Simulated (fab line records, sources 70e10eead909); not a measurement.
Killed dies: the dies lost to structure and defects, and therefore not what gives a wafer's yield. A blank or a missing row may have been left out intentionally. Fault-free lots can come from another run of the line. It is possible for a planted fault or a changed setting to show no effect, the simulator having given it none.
Which of the tools did it? / flow nand_harc / 15 lots with 45 wafers sampled at 5 steps, on a route of 1302 steps

== WHAT THE GAUGES READ, wafer by wafer ==
NHARC_P_ZERO_WELL_CD_MEAS_52: the cd target is 2000 nm. Usual: 2000.3 nm for cd_nm, sd 1.8.
lot=L568; measured=day 2 02:17; on=cd_sem-01; cd_nm (nm)=1998.8 2000.2 1997.9; flag=
lot=L569; measured=day 2 11:41; on=cd_sem-01; cd_nm (nm)=2002.0 2000.3 2002.2; flag=
lot=L570; measured=day 2 22:17; on=cd_sem-03; cd_nm (nm)=2004.5 1997.9 2001.0; flag=
lot=L571; measured=day 3 07:50; on=cd_sem-01; cd_nm (nm)=1999.9 2000.0 2000.6; flag=
lot=L572; measured=day 3 17:52; on=cd_sem-02; cd_nm (nm)=2000.9 1999.0 1996.8; flag=
lot=L573; measured=day 4 03:55; on=cd_sem-01; cd_nm (nm)=2000.9 2000.8 2001.1; flag=
lot=L575; measured=day 5 00:03; on=cd_sem-02; cd_nm (nm)=1998.6 2001.8 2001.1; flag=
lot=L576; measured=day 5 09:47; on=cd_sem-02; cd_nm (nm)=1998.5 2003.5 2003.7; flag=
lot=L579; measured=day 6 15:46; on=cd_sem-01; cd_nm (nm)=- - -; flag=OFF
lot=L580; measured=day 7 02:55; on=cd_sem-01; cd_nm (nm)=- - -; flag=OFF
lot=L581; measured=day 7 11:58; on=cd_sem-01; cd_nm (nm)=- - -; flag=OFF
lot=L588; measured=day 10 12:28; on=cd_sem-03; cd_nm (nm)=1997.1 1998.7 2000.7; flag=
lot=L589; measured=day 10 19:43; on=cd_sem-03; cd_nm (nm)=1998.2 1999.9 2001.3; flag=
lot=L590; measured=day 11 05:40; on=cd_sem-01; cd_nm (nm)=2001.1 1998.5 2001.1; flag=
lot=L591; measured=day 11 15:48; on=cd_sem-03; cd_nm (nm)=2002.7 2002.2 2000.4; flag=

NHARC_P_ZERO_WELL_INSPECT_43. Usual: 12 for raw_defect_count, sd 5.9.
lot=L568; measured=day 2 04:05; on=defect_inspect-02; raw_defect_count=16 7 12; flag=
lot=L569; measured=day 2 13:30; on=defect_inspect-02; raw_defect_count=28 15 14; flag=
lot=L570; measured=day 3 00:04; on=defect_inspect-02; raw_defect_count=16 9 8; flag=
lot=L571; measured=day 3 09:54; on=defect_inspect-02; raw_defect_count=11 3 4; flag=
lot=L572; measured=day 3 19:41; on=defect_inspect-02; raw_defect_count=5 7 9; flag=
lot=L573; measured=day 4 05:45; on=defect_inspect-01; raw_defect_count=17 10 7; flag=
lot=L575; measured=day 5 01:51; on=defect_inspect-01; raw_defect_count=3 16 16; flag=
lot=L576; measured=day 5 11:41; on=defect_inspect-02; raw_defect_count=17 4 6; flag=
lot=L579; measured=day 6 17:34; on=defect_inspect-02; raw_defect_count=1019 1031 1091; flag=OFF
lot=L580; measured=day 7 04:47; on=defect_inspect-02; raw_defect_count=1064 1072 1083; flag=OFF
lot=L581; measured=day 7 13:47; on=defect_inspect-01; raw_defect_count=1045 1011 1075; flag=OFF
lot=L588; measured=day 10 14:17; on=defect_inspect-02; raw_defect_count=7 9 11; flag=
lot=L589; measured=day 10 21:32; on=defect_inspect-01; raw_defect_count=16 11 17; flag=
lot=L590; measured=day 11 07:29; on=defect_inspect-01; raw_defect_count=7 16 8; flag=
lot=L591; measured=day 11 17:37; on=defect_inspect-02; raw_defect_count=15 4 6; flag=

== TOOL THAT RAN EACH LOT (tool first, then ch and the chambers of the sampled wafers, then the start) ==
lot=L568; NHARC_P_ZERO_WELL_DESCUM_13=rie_diel-03 ch 1,2,3, day 1 21:23; NHARC_P_ZERO_WELL_DESCUM_39=rie_diel-02 ch 0,2,3, day 2 00:55; NHARC_P_ZERO_WELL_EXPOSE_49=krf_scanner-04 ch 0, day 2 02:07
lot=L569; NHARC_P_ZERO_WELL_DESCUM_13=rie_diel-03 ch 1,2,3, day 2 07:25; NHARC_P_ZERO_WELL_DESCUM_39=rie_diel-02 ch 2,3, day 2 10:18; NHARC_P_ZERO_WELL_EXPOSE_49=krf_scanner-04 ch 0, day 2 11:32
lot=L570; NHARC_P_ZERO_WELL_DESCUM_13=rie_diel-03 ch 0,1,3, day 2 17:31; NHARC_P_ZERO_WELL_DESCUM_39=rie_diel-11 ch 0,1, day 2 20:47; NHARC_P_ZERO_WELL_EXPOSE_49=krf_scanner-01 ch 0, day 2 22:08
lot=L571; NHARC_P_ZERO_WELL_DESCUM_13=rie_diel-02 ch 0,1,2, day 3 03:26; NHARC_P_ZERO_WELL_DESCUM_39=rie_diel-02 ch 0,1,3, day 3 06:22; NHARC_P_ZERO_WELL_EXPOSE_49=krf_scanner-02 ch 0, day 3 07:40
lot=L572; NHARC_P_ZERO_WELL_DESCUM_13=rie_diel-11 ch 1,2,3, day 3 13:23; NHARC_P_ZERO_WELL_DESCUM_39=rie_diel-02 ch 0,1,2, day 3 16:25; NHARC_P_ZERO_WELL_EXPOSE_49=krf_scanner-01 ch 0, day 3 17:43
lot=L573; NHARC_P_ZERO_WELL_DESCUM_13=rie_diel-02 ch 0,2,3, day 3 23:20; NHARC_P_ZERO_WELL_DESCUM_39=rie_diel-03 ch 0,1,3, day 4 02:28; NHARC_P_ZERO_WELL_EXPOSE_49=krf_scanner-02 ch 0, day 4 03:45
lot=L575; NHARC_P_ZERO_WELL_DESCUM_13=rie_diel-02 ch 0,3, day 4 19:30; NHARC_P_ZERO_WELL_DESCUM_39=rie_diel-02 ch 0,2,3, day 4 22:35; NHARC_P_ZERO_WELL_EXPOSE_49=krf_scanner-01 ch 0, day 4 23:53
lot=L576; NHARC_P_ZERO_WELL_DESCUM_13=rie_diel-03 ch 0,1, day 5 05:28; NHARC_P_ZERO_WELL_DESCUM_39=rie_diel-02 ch 0,3, day 5 08:26; NHARC_P_ZERO_WELL_EXPOSE_49=krf_scanner-01 ch 0, day 5 09:38
lot=L579; NHARC_P_ZERO_WELL_DESCUM_13=rie_diel-03 ch 1,2,3, day 6 11:26; NHARC_P_ZERO_WELL_DESCUM_39=rie_diel-03 ch 0,2,3, day 6 14:25; NHARC_P_ZERO_WELL_EXPOSE_49=krf_scanner-04, day 6 15:36
lot=L580; NHARC_P_ZERO_WELL_DESCUM_13=rie_diel-02 ch 1,3, day 6 21:24; NHARC_P_ZERO_WELL_DESCUM_39=rie_diel-03 ch 1,2,3, day 7 01:26; NHARC_P_ZERO_WELL_EXPOSE_49=krf_scanner-02, day 7 02:45
lot=L581; NHARC_P_ZERO_WELL_DESCUM_13=rie_diel-11 ch 1,2,3, day 7 07:24; NHARC_P_ZERO_WELL_DESCUM_39=rie_diel-02 ch 0,1, day 7 10:29; NHARC_P_ZERO_WELL_EXPOSE_49=krf_scanner-01, day 7 11:48
lot=L588; NHARC_P_ZERO_WELL_DESCUM_13=rie_diel-11 ch 1,3, day 10 05:25; NHARC_P_ZERO_WELL_DESCUM_39=rie_diel-03 ch 0,1,2, day 10 11:08; NHARC_P_ZERO_WELL_EXPOSE_49=krf_scanner-01 ch 0, day 10 12:19
lot=L589; NHARC_P_ZERO_WELL_DESCUM_13=rie_diel-02 ch 0,2, day 10 15:24; NHARC_P_ZERO_WELL_DESCUM_39=rie_diel-02 ch 1,2, day 10 18:22; NHARC_P_ZERO_WELL_EXPOSE_49=krf_scanner-01 ch 0, day 10 19:34
lot=L590; NHARC_P_ZERO_WELL_DESCUM_13=rie_diel-11 ch 1,2, day 11 01:27; NHARC_P_ZERO_WELL_DESCUM_39=rie_diel-02 ch 2,3, day 11 04:12; NHARC_P_ZERO_WELL_EXPOSE_49=krf_scanner-04 ch 0, day 11 05:31
lot=L591; NHARC_P_ZERO_WELL_DESCUM_13=rie_diel-11 ch 0,1, day 11 11:24; NHARC_P_ZERO_WELL_DESCUM_39=rie_diel-02 ch 0,2,3, day 11 14:20; NHARC_P_ZERO_WELL_EXPOSE_49=krf_scanner-02 ch 0, day 11 15:38
- NHARC_P_ZERO_WELL_DESCUM_13: chemistry O2, time 3 s.
- NHARC_P_ZERO_WELL_DESCUM_39: chemistry O2, time 3 s.
- NHARC_P_ZERO_WELL_EXPOSE_49: exposes mask P HVPW, target cd 2000 nm.

== WHAT THE TOOLS THEMSELVES READ (means of the sampled wafers that have a number; where no wafer has one, the mark that the record gives instead) ==
NHARC_P_ZERO_WELL_DESCUM_13. Usual: drypump_motor_current_A 5.6 A, standard deviation 0.42; o2_flow_sccm 199.9 sccm, standard deviation 0.53; oes_product_au 0.997 a.u., standard deviation 0.0099; rf_vpp_V 57.7 V, standard deviation 0.88; showerhead_plenum_p_Torr 1.88 Torr, standard deviation 0.065; throttle_valve_pct 11.312 %, standard deviation 0.01.
lot=L568; tool=rie_diel-03; drypump_motor_current_A (A)=5.4; o2_flow_sccm (sccm)=199.5; oes_product_au (a.u.)=1.000; rf_vpp_V (V)=58.1; showerhead_plenum_p_Torr (Torr)=1.89; throttle_valve_pct (%)=11.299; flag=
lot=L569; tool=rie_diel-03; drypump_motor_current_A (A)=5.5; o2_flow_sccm (sccm)=200.2; oes_product_au (a.u.)=0.996; rf_vpp_V (V)=58.2; showerhead_plenum_p_Torr (Torr)=1.88; throttle_valve_pct (%)=11.310; flag=
lot=L570; tool=rie_diel-03; drypump_motor_current_A (A)=5.7; o2_flow_sccm (sccm)=200.0; oes_product_au (a.u.)=0.996; rf_vpp_V (V)=58.4; showerhead_plenum_p_Torr (Torr)=1.89; throttle_valve_pct (%)=11.311; flag=
lot=L571; tool=rie_diel-02; drypump_motor_current_A (A)=5.5; o2_flow_sccm (sccm)=199.9; oes_product_au (a.u.)=0.991; rf_vpp_V (V)=57.0; showerhead_plenum_p_Torr (Torr)=1.89; throttle_valve_pct (%)=11.310; flag=
lot=L572; tool=rie_diel-11; drypump_motor_current_A (A)=5.6; o2_flow_sccm (sccm)=200.6; oes_product_au (a.u.)=1.005; rf_vpp_V (V)=57.2; showerhead_plenum_p_Torr (Torr)=1.85; throttle_valve_pct (%)=11.307; flag=
lot=L573; tool=rie_diel-02; drypump_motor_current_A (A)=5.1; o2_flow_sccm (sccm)=199.8; oes_product_au (a.u.)=1.000; rf_vpp_V (V)=57.3; showerhead_plenum_p_Torr (Torr)=1.93; throttle_valve_pct (%)=11.320; flag=
lot=L575; tool=rie_diel-02; drypump_motor_current_A (A)=5.2; o2_flow_sccm (sccm)=200.2; oes_product_au (a.u.)=1.000; rf_vpp_V (V)=57.9; showerhead_plenum_p_Torr (Torr)=1.94; throttle_valve_pct (%)=11.312; flag=
lot=L576; tool=rie_diel-03; drypump_motor_current_A (A)=5.9; o2_flow_sccm (sccm)=200.2; oes_product_au (a.u.)=1.001; rf_vpp_V (V)=57.5; showerhead_plenum_p_Torr (Torr)=1.84; throttle_valve_pct (%)=11.321; flag=
lot=L579; tool=rie_diel-03; drypump_motor_current_A (A)=5.5; o2_flow_sccm (sccm)=199.8; oes_product_au (a.u.)=1.006; rf_vpp_V (V)=58.1; showerhead_plenum_p_Torr (Torr)=1.87; throttle_valve_pct (%)=11.317; flag=
lot=L580; tool=rie_diel-02; drypump_motor_current_A (A)=5.9; o2_flow_sccm (sccm)=199.9; oes_product_au (a.u.)=0.979; rf_vpp_V (V)=58.1; showerhead_plenum_p_Torr (Torr)=1.82; throttle_valve_pct (%)=11.313; flag=
lot=L581; tool=rie_diel-11; drypump_motor_current_A (A)=5.6; o2_flow_sccm (sccm)=199.7; oes_product_au (a.u.)=0.995; rf_vpp_V (V)=58.1; showerhead_plenum_p_Torr (Torr)=1.84; throttle_valve_pct (%)=11.317; flag=
lot=L588; tool=rie_diel-11; drypump_motor_current_A (A)=5.7; o2_flow_sccm (sccm)=199.9; oes_product_au (a.u.)=0.994; rf_vpp_V (V)=58.5; showerhead_plenum_p_Torr (Torr)=1.83; throttle_valve_pct (%)=11.311; flag=
lot=L589; tool=rie_diel-02; drypump_motor_current_A (A)=5.1; o2_flow_sccm (sccm)=199.8; oes_product_au (a.u.)=1.007; rf_vpp_V (V)=57.7; showerhead_plenum_p_Torr (Torr)=1.94; throttle_valve_pct (%)=11.319; flag=
lot=L590; tool=rie_diel-11; drypump_motor_current_A (A)=5.5; o2_flow_sccm (sccm)=199.9; oes_product_au (a.u.)=1.003; rf_vpp_V (V)=57.4; showerhead_plenum_p_Torr (Torr)=1.81; throttle_valve_pct (%)=11.307; flag=
lot=L591; tool=rie_diel-11; drypump_motor_current_A (A)=5.8; o2_flow_sccm (sccm)=200.1; oes_product_au (a.u.)=1.011; rf_vpp_V (V)=57.4; showerhead_plenum_p_Torr (Torr)=1.82; throttle_valve_pct (%)=11.306; flag=

NHARC_P_ZERO_WELL_DESCUM_39. Usual: drypump_motor_current_A 5.5 A, standard deviation 0.45; o2_flow_sccm 199.9 sccm, standard deviation 0.59; oes_product_au 0.996 a.u., standard deviation 0.01; rf_vpp_V 57.7 V, standard deviation 0.92; showerhead_plenum_p_Torr 1.90 Torr, standard deviation 0.068; throttle_valve_pct 11.310 %, standard deviation 0.0087.
lot=L568; tool=rie_diel-02; drypump_motor_current_A (A)=5.1; o2_flow_sccm (sccm)=200.5; oes_product_au (a.u.)=1.001; rf_vpp_V (V)=57.4; showerhead_plenum_p_Torr (Torr)=1.94; throttle_valve_pct (%)=11.313; flag=
lot=L569; tool=rie_diel-02; drypump_motor_current_A (A)=5.1; o2_flow_sccm (sccm)=199.6; oes_product_au (a.u.)=0.996; rf_vpp_V (V)=58.8; showerhead_plenum_p_Torr (Torr)=1.91; throttle_valve_pct (%)=11.311; flag=
lot=L570; tool=rie_diel-11; drypump_motor_current_A (A)=6.1; o2_flow_sccm (sccm)=199.7; oes_product_au (a.u.)=0.991; rf_vpp_V (V)=56.6; showerhead_plenum_p_Torr (Torr)=1.87; throttle_valve_pct (%)=11.304; flag=
lot=L571; tool=rie_diel-02; drypump_motor_current_A (A)=5.6; o2_flow_sccm (sccm)=199.8; oes_product_au (a.u.)=0.987; rf_vpp_V (V)=57.2; showerhead_plenum_p_Torr (Torr)=1.88; throttle_valve_pct (%)=11.320; flag=
lot=L572; tool=rie_diel-02; drypump_motor_current_A (A)=5.5; o2_flow_sccm (sccm)=200.1; oes_product_au (a.u.)=0.991; rf_vpp_V (V)=57.8; showerhead_plenum_p_Torr (Torr)=1.89; throttle_valve_pct (%)=11.312; flag=
lot=L573; tool=rie_diel-03; drypump_motor_current_A (A)=5.7; o2_flow_sccm (sccm)=200.2; oes_product_au (a.u.)=0.998; rf_vpp_V (V)=57.1; showerhead_plenum_p_Torr (Torr)=1.89; throttle_valve_pct (%)=11.303; flag=
lot=L575; tool=rie_diel-02; drypump_motor_current_A (A)=5.1; o2_flow_sccm (sccm)=199.8; oes_product_au (a.u.)=0.990; rf_vpp_V (V)=58.2; showerhead_plenum_p_Torr (Torr)=1.93; throttle_valve_pct (%)=11.314; flag=
lot=L576; tool=rie_diel-02; drypump_motor_current_A (A)=5.2; o2_flow_sccm (sccm)=200.1; oes_product_au (a.u.)=0.991; rf_vpp_V (V)=57.2; showerhead_plenum_p_Torr (Torr)=1.91; throttle_valve_pct (%)=11.317; flag=
lot=L579; tool=rie_diel-03; drypump_motor_current_A (A)=5.6; o2_flow_sccm (sccm)=199.9; oes_product_au (a.u.)=1.004; rf_vpp_V (V)=58.0; showerhead_plenum_p_Torr (Torr)=1.93; throttle_valve_pct (%)=11.310; flag=
lot=L580; tool=rie_diel-03; drypump_motor_current_A (A)=5.5; o2_flow_sccm (sccm)=199.6; oes_product_au (a.u.)=0.996; rf_vpp_V (V)=57.8; showerhead_plenum_p_Torr (Torr)=1.87; throttle_valve_pct (%)=11.319; flag=
lot=L581; tool=rie_diel-02; drypump_motor_current_A (A)=5.5; o2_flow_sccm (sccm)=199.5; oes_product_au (a.u.)=1.001; rf_vpp_V (V)=57.4; showerhead_plenum_p_Torr (Torr)=1.90; throttle_valve_pct (%)=11.311; flag=
lot=L588; tool=rie_diel-03; drypump_motor_current_A (A)=5.8; o2_flow_sccm (sccm)=200.0; oes_product_au (a.u.)=0.993; rf_vpp_V (V)=57.2; showerhead_plenum_p_Torr (Torr)=1.88; throttle_valve_pct (%)=11.302; flag=
lot=L589; tool=rie_diel-02; drypump_motor_current_A (A)=5.4; o2_flow_sccm (sccm)=199.4; oes_product_au (a.u.)=0.996; rf_vpp_V (V)=57.0; showerhead_plenum_p_Torr (Torr)=1.97; throttle_valve_pct (%)=11.316; flag=
lot=L590; tool=rie_diel-02; drypump_motor_current_A (A)=5.1; o2_flow_sccm (sccm)=199.6; oes_product_au (a.u.)=1.008; rf_vpp_V (V)=57.2; showerhead_plenum_p_Torr (Torr)=1.91; throttle_valve_pct (%)=11.305; flag=
lot=L591; tool=rie_diel-02; drypump_motor_current_A (A)=5.1; o2_flow_sccm (sccm)=199.8; oes_product_au (a.u.)=1.014; rf_vpp_V (V)=57.0; showerhead_plenum_p_Torr (Torr)=1.92; throttle_valve_pct (%)=11.300; flag=

NHARC_P_ZERO_WELL_EXPOSE_49. Usual: exposure_dose_mJ_cm2 22.636, standard deviation 0.021; focus_offset_nm -0.1 nm, standard deviation 0.49.
lot=L568; tool=krf_scanner-04; exposure_dose_mJ_cm2=22.629; focus_offset_nm (nm)=-0.4; flag=
lot=L569; tool=krf_scanner-04; exposure_dose_mJ_cm2=22.626; focus_offset_nm (nm)=-0.3; flag=
lot=L570; tool=krf_scanner-01; exposure_dose_mJ_cm2=22.661; focus_offset_nm (nm)=-0.4; flag=
lot=L571; tool=krf_scanner-02; exposure_dose_mJ_cm2=22.605; focus_offset_nm (nm)=0.4; flag=
lot=L572; tool=krf_scanner-01; exposure_dose_mJ_cm2=22.652; focus_offset_nm (nm)=0.1; flag=
lot=L573; tool=krf_scanner-02; exposure_dose_mJ_cm2=22.647; focus_offset_nm (nm)=0.0; flag=
lot=L575; tool=krf_scanner-01; exposure_dose_mJ_cm2=22.618; focus_offset_nm (nm)=0.5; flag=
lot=L576; tool=krf_scanner-01; exposure_dose_mJ_cm2=22.628; focus_offset_nm (nm)=-0.3; flag=
lot=L579; tool=krf_scanner-04; exposure_dose_mJ_cm2=-; focus_offset_nm (nm)=-; flag=OFF
lot=L580; tool=krf_scanner-02; exposure_dose_mJ_cm2=-; focus_offset_nm (nm)=-; flag=OFF
lot=L581; tool=krf_scanner-01; exposure_dose_mJ_cm2=-; focus_offset_nm (nm)=-; flag=OFF
lot=L588; tool=krf_scanner-01; exposure_dose_mJ_cm2=22.634; focus_offset_nm (nm)=0.9; flag=
lot=L589; tool=krf_scanner-01; exposure_dose_mJ_cm2=22.628; focus_offset_nm (nm)=-0.3; flag=
lot=L590; tool=krf_scanner-04; exposure_dose_mJ_cm2=22.671; focus_offset_nm (nm)=-0.4; flag=
lot=L591; tool=krf_scanner-02; exposure_dose_mJ_cm2=22.652; focus_offset_nm (nm)=-0.5; flag=

== THE ANSWER, worked out from the rows above alone ==
Rule: lot off if the mean of its wafers having a number is beyond 3 standard deviations from the usual mean. A lot without any number at a reading at which 4 lots or more have one is off too. All remaining lots with rows at the step are treated as sound. After the gauges, taken in route order, come the tools' own readings; for these a lot's mean is taken, as printed above. The first step at which some lot is off is used, and at that step the reading that is off furthest; a lot without a number counts as furthest.
Off, at NHARC_P_ZERO_WELL_CD_MEAS_52 on cd_nm: L579, L580, L581. Without a number there: L579, L580, L581.
If a tool, at a process step before that reading, ran all the lots that are off and no sound lot after the first of them, it fits. The gauges at NHARC_P_ZERO_WELL_CD_MEAS_52 aren't tried: what is off there is off at NHARC_P_ZERO_WELL_INSPECT_43 too, on other tools, and a gauge's error can't cause that. None of those tried fits.

== WHAT THE SIMULATOR PUT IN ==
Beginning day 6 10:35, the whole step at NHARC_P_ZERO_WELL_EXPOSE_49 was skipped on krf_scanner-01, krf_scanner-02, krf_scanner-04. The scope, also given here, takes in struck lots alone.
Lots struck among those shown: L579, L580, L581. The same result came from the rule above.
